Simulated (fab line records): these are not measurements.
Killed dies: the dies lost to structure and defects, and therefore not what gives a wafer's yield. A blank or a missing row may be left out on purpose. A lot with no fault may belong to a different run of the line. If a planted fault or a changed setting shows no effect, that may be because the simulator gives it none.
Chamber matching || flow n5 finfet || N5_BEOL_M1_ALD_98 on ald sin-03 has 4 sister chambers
The step deposits SiO2, target thk 2.5 nm, pulse time 1 s, co reactant pulse time 1 s. 18 wafers are shown with their chamber, then 9 later ones without.

== WAFERS WITH THEIR CHAMBER ==
{"wafer": "L074.4", "chamber": 3, "heater power w (W)": 77, "precursor pulse height rel": 0.967}
{"wafer": "L074.5", "chamber": 2, "heater power w (W)": 88, "precursor pulse height rel": 0.981}
{"wafer": "L074.6", "chamber": 3, "heater power w (W)": 78, "precursor pulse height rel": 1.049}
{"wafer": "L075.1", "chamber": 2, "heater power w (W)": 86, "precursor pulse height rel": 1.029}
{"wafer": "L075.2", "chamber": 0, "heater power w (W)": 68, "precursor pulse height rel": 1.010}
{"wafer": "L075.3", "chamber": 1, "heater power w (W)": 90, "precursor pulse height rel": 1.011}
{"wafer": "L075.4", "chamber": 3, "heater power w (W)": 79, "precursor pulse height rel": 0.986}
{"wafer": "L075.5", "chamber": 2, "heater power w (W)": 89, "precursor pulse height rel": 0.994}
{"wafer": "L075.6", "chamber": 1, "heater power w (W)": 91, "precursor pulse height rel": 1.001}
{"wafer": "L076.3", "chamber": 2, "heater power w (W)": 88, "precursor pulse height rel": 0.973}
{"wafer": "L076.4", "chamber": 3, "heater power w (W)": 78, "precursor pulse height rel": 1.019}
{"wafer": "L076.5", "chamber": 2, "heater power w (W)": 86, "precursor pulse height rel": 0.992}
{"wafer": "L078.1", "chamber": 0, "heater power w (W)": 71, "precursor pulse height rel": 0.972}
{"wafer": "L078.3", "chamber": 2, "heater power w (W)": 85, "precursor pulse height rel": 1.000}
{"wafer": "L078.6", "chamber": 1, "heater power w (W)": 93, "precursor pulse height rel": 1.015}
{"wafer": "L080.1", "chamber": 0, "heater power w (W)": 70, "precursor pulse height rel": 0.981}
{"wafer": "L080.4", "chamber": 1, "heater power w (W)": 95, "precursor pulse height rel": 1.002}
{"wafer": "L080.5", "chamber": 3, "heater power w (W)": 79, "precursor pulse height rel": 0.996}

SIGNATURES (means of the wafers above)
{"reading": "heater power w", "chamber 0": 69.67, "chamber 1": 92.25, "chamber 2": 87.00, "chamber 3": 78.20, "scatter within a chamber": 1.56}
{"reading": "precursor pulse height rel", "chamber 0": 0.98767, "chamber 1": 1.00725, "chamber 2": 0.99483, "chamber 3": 1.00340, "scatter within a chamber": 0.022}
Rule: distance of a wafer from a chamber = root of the sum over the readings of ((wafer's reading minus chamber's mean) / reading's scatter) squared. The wafer belongs to the nearest chamber; if the next one is less than 2 further off, it can't be placed. The scatter is the square root of a quotient: the sum, over the shown wafers, of each reading's squared deviation from its chamber's mean, divided by wafers minus chambers.

== WAFERS MISSING THEIR CHAMBER ==
{"wafer": "L083.2", "heater power w (W)": 92, "precursor pulse height rel": 1.013}
{"wafer": "L083.3", "heater power w (W)": 78, "precursor pulse height rel": 1.010}
{"wafer": "L083.5", "heater power w (W)": 77, "precursor pulse height rel": 1.005}
{"wafer": "L095.1", "heater power w (W)": 80, "precursor pulse height rel": 0.991}
{"wafer": "L095.3", "heater power w (W)": 91, "precursor pulse height rel": 1.021}
{"wafer": "L095.5", "heater power w (W)": 81, "precursor pulse height rel": 1.006}
{"wafer": "L096.1", "heater power w (W)": 88, "precursor pulse height rel": 1.007}
{"wafer": "L096.2", "heater power w (W)": 94, "precursor pulse height rel": 0.987}
{"wafer": "L096.3", "heater power w (W)": 78, "precursor pulse height rel": 1.003}

== THE CHAMBER EACH PASSED THROUGH ==
{"wafer": "L083.2", "from the rows above": 1, "in truth": 1}
{"wafer": "L083.3", "from the rows above": 3, "in truth": 3}
{"wafer": "L083.5", "from the rows above": 3, "in truth": 3}
{"wafer": "L095.1", "from the rows above": 3, "in truth": 3}
{"wafer": "L095.3", "from the rows above": "can't be placed: 1 or 2", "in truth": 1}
{"wafer": "L095.5", "from the rows above": 3, "in truth": 3}
{"wafer": "L096.1", "from the rows above": "can't be placed: 2 or 1", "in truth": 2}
{"wafer": "L096.2", "from the rows above": 1, "in truth": 1}
{"wafer": "L096.3", "from the rows above": 3, "in truth": 3}
Correctly placed: 7 of 9. Unplaceable from these rows: 2, with the true chamber sitting among the candidates in 2. 0 placed wrongly.
